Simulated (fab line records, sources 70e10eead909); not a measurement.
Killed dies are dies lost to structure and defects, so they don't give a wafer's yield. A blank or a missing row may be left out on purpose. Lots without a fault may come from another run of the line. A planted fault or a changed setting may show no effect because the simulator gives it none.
Which tool did it? | flow nand_harc | 12 lots, 36 wafers sampled, at 6 steps of a route of 1159

WHAT THE GAUGES READ, wafer by wafer
NHARC_A_SLIT_CD_MEAS_09: target cd 300 nm.
lot  | measured     | on        | cd_nm (nm)
L075 | day 14 03:46 | cd_sem-02 | 299.4 299.2 299.7
L077 | day 14 14:52 | cd_sem-02 | 299.3 299.1 299.5
L079 | day 15 06:57 | cd_sem-03 | 300.4 300.3 300.2
L080 | day 16 08:21 | cd_sem-01 | 299.3 299.9 299.3
L083 | day 16 23:55 | cd_sem-01 | 300.5 300.0 300.2
L084 | day 16 21:59 | cd_sem-03 | 299.9 300.1 300.0
L086 | day 17 22:32 | cd_sem-01 | 299.7 300.1 299.8
L089 | day 17 22:18 | cd_sem-03 | 300.8 300.4 300.1
L092 | day 18 09:59 | cd_sem-02 | 299.7 299.6 299.4
L093 | day 19 03:20 | cd_sem-01 | 298.8 299.1 299.3
L095 | day 19 13:20 | cd_sem-03 | 300.3 300.7 301.0
L097 | day 20 11:00 | cd_sem-03 | 300.6 300.6 300.0

WHICH TOOL RAN EACH LOT (tool, then ch and the chambers of the sampled wafers, then the start)
lot  | NHARC_A_STAIRCASE_DESCUM_168       | NHARC_A_STAIRCASE_TRIM_18                     | NHARC_A_STAIRCASE_ETCH_232                    | NHARC_A_STAIRCASE_ETCH_236                    | NHARC_A_STAIRCASE_ETCH_315
L075 | rie_diel-06 ch 0,1,3, day 10 17:17 | rie_diel-01 ch 1,2,3, day 14 03:46 or earlier | rie_diel-13 ch 0,1, day 14 03:46 or earlier   | rie_diel-13 ch 0,1,2, day 14 03:46 or earlier | rie_diel-06 ch 2,3, day 14 03:46 or earlier
L077 | rie_diel-13 ch 0,2,3, day 11 04:03 | rie_diel-01 ch 1,2, day 14 14:52 or earlier   | rie_diel-01 ch 1,2, day 14 14:52 or earlier   | rie_diel-01 ch 0,1,2, day 14 14:52 or earlier | rie_diel-13 ch 0,2,3, day 14 14:52 or earlier
L079 | rie_diel-06 ch 0,3, day 11 20:23   | rie_diel-06 ch 0,2,3, day 15 06:57 or earlier | rie_diel-13 ch 2,3, day 15 06:57 or earlier   | rie_diel-13 ch 0,1,2, day 15 06:57 or earlier | rie_diel-01 ch 1,2, day 15 06:57 or earlier
L080 | rie_diel-13 ch 0,2, day 12 07:11   | rie_diel-01 ch 0,2,3, day 16 08:21 or earlier | rie_diel-13 ch 0,2,3, day 16 08:21 or earlier | rie_diel-13 ch 0,2, day 16 08:21 or earlier   | rie_diel-01 ch 0,1,2, day 16 08:21 or earlier
L083 | rie_diel-01 ch 1,2,3, day 12 23:52 | rie_diel-13 ch 1,3, day 16 23:55 or earlier   | rie_diel-01 ch 1,2,3, day 16 23:55 or earlier | rie_diel-01 ch 0,2,3, day 16 23:55 or earlier | rie_diel-13 ch 1,3, day 16 23:55 or earlier
L084 | rie_diel-01 ch 0,1,3, day 13 12:28 | rie_diel-13 ch 0,3, day 16 21:59 or earlier   | rie_diel-01 ch 0,2,3, day 16 21:59 or earlier | rie_diel-01 ch 2,3, day 16 21:59 or earlier   | rie_diel-01 ch 0,2,3, day 16 21:59 or earlier
L086 | rie_diel-13 ch 0,1,2, day 14 04:24 | rie_diel-13 ch 1,3, day 17 22:32 or earlier   | rie_diel-06 ch 1,2, day 17 22:32 or earlier   | rie_diel-06 ch 1,2,3, day 17 22:32 or earlier | rie_diel-01 ch 0,1, day 17 22:32 or earlier
L089 | rie_diel-06 ch 0,2, day 14 08:04   | rie_diel-13 ch 0,2,3, day 17 22:18 or earlier | rie_diel-01 ch 0,2,3, day 17 22:18 or earlier | rie_diel-01 ch 0,1, day 17 22:18 or earlier   | rie_diel-06 ch 0,1,2, day 17 22:18 or earlier
L092 | rie_diel-06 ch 1,2, day 14 20:58   | rie_diel-13 ch 0,1, day 18 09:59 or earlier   | rie_diel-13 ch 0,3, day 18 09:59 or earlier   | rie_diel-13 ch 0,1,2, day 18 09:59 or earlier | rie_diel-06 ch 0,1, day 18 09:59 or earlier
L093 | rie_diel-13 ch 0,1,2, day 15 09:35 | rie_diel-01 ch 0,1,2, day 19 03:20 or earlier | rie_diel-06 ch 0,1,3, day 19 03:20 or earlier | rie_diel-06 ch 0,1,3, day 19 03:20 or earlier | rie_diel-13 ch 0,2,3, day 19 03:20 or earlier
L095 | rie_diel-06 ch 0,1, day 15 19:00   | rie_diel-01 ch 0,1,2, day 19 13:20 or earlier | rie_diel-01 ch 1,2,3, day 19 13:20 or earlier | rie_diel-01 ch 1,3, day 19 13:20 or earlier   | rie_diel-06 ch 0,2, day 19 13:20 or earlier
L097 | rie_diel-13 ch 0,1,2, day 16 17:17 | rie_diel-01 ch 1,2, day 20 11:00 or earlier   | rie_diel-01 ch 0,3, day 20 11:00 or earlier   | rie_diel-01 ch 0,2,3, day 20 11:00 or earlier | rie_diel-06 ch 2,3, day 20 11:00 or earlier
- NHARC_A_STAIRCASE_DESCUM_168: chemistry O2, time 3 s.
- NHARC_A_STAIRCASE_TRIM_18: chemistry O2, time 211.2 s.
- NHARC_A_STAIRCASE_ETCH_232: etches the open film in C4F8/O2, target depth 100 nm, time 40.5 s.
- NHARC_A_STAIRCASE_ETCH_236: etches the open film in C4F8/O2, target depth 100 nm, time 40.5 s.
- NHARC_A_STAIRCASE_ETCH_315: etches the open film in C4F8/O2/Ar, target depth 2500 nm, time 607.1 s.

THE ANSWER, worked out from the rows above alone
Rule: what is usual is taken from the lots themselves. Put in order of their means at a reading, lots are off if they are a third of the lots or fewer, leave a main group of 4 or more, and stand apart from it by a gap of 3 or more times the standard deviation of the main group's means; of several such gaps the widest counts. A main group whose means are all the same, to the digits that the tables above print for the reading, isn't used. A lot without any number at a reading at which 4 lots or more have one is off too. The other lots that the step has rows for count as sound.
No lot is off at any reading shown: from this, nothing can be told.

WHAT THE SIMULATOR HAD PUT IN
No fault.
